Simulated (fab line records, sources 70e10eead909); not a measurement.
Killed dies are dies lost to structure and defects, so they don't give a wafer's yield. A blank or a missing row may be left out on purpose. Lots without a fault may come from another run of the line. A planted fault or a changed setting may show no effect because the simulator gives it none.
Which tool did it? | flow nand_harc | 6 lots, 18 wafers sampled, at 2 steps of a route of 1302

WHAT THE GAUGES READ, wafer by wafer
NHARC_P_STI_CD_MEAS_09: target cd 200 nm.
lot  | measured     | on        | cd_nm (nm)
L363 | day 3 06:26  | cd_sem-02 | 200.7 200.9 199.0
L366 | day 4 12:24  | cd_sem-01 | 207.4 208.4 210.3
L376 | day 8 15:09  | cd_sem-01 | 199.3 200.5 199.2
L378 | day 9 11:36  | cd_sem-01 | 199.7 199.7 200.8
L381 | day 10 17:17 | cd_sem-01 | 197.7 197.6 197.4
L384 | day 11 23:04 | cd_sem-02 | 201.4 201.2 200.2

WHICH TOOL RAN EACH LOT (tool, then ch and the chambers of the sampled wafers, then the start)
lot  | NHARC_P_STI_EXPOSE_06
L363 | krf_scanner-04 ch 0, day 3 06:17
L366 | krf_scanner-04 ch 0, day 4 12:16
L376 | krf_scanner-03 ch 0, day 8 15:00
L378 | krf_scanner-02 ch 0, day 9 11:28
L381 | krf_scanner-04 ch 0, day 10 17:07
L384 | krf_scanner-03 ch 0, day 11 22:56
- NHARC_P_STI_EXPOSE_06: exposes mask P STI, target cd 200 nm.

THE ANSWER, worked out from the rows above alone
Rule: what is usual is taken from the lots themselves. Put in order of their means at a reading, lots are off if they are a third of the lots or fewer, leave a main group of 4 or more, and stand apart from it by a gap of 3 or more times the standard deviation of the main group's means; of several such gaps the widest counts. A main group whose means are all the same, to the digits that the tables above print for the reading, isn't used. A lot without any number at a reading at which 4 lots or more have one is off too. The other lots that the step has rows for count as sound.
Off: L366, at NHARC_P_STI_CD_MEAS_09 (cd_nm). The main group: mean 199.7 nm, standard deviation 1.1.
A tool fits if, at a process step before that reading, it ran every lot that is off, and no sound lot after the first of them. The gauges at NHARC_P_STI_CD_MEAS_09 are tried like those tools. None of those tried fits.

WHAT THE SIMULATOR HAD PUT IN
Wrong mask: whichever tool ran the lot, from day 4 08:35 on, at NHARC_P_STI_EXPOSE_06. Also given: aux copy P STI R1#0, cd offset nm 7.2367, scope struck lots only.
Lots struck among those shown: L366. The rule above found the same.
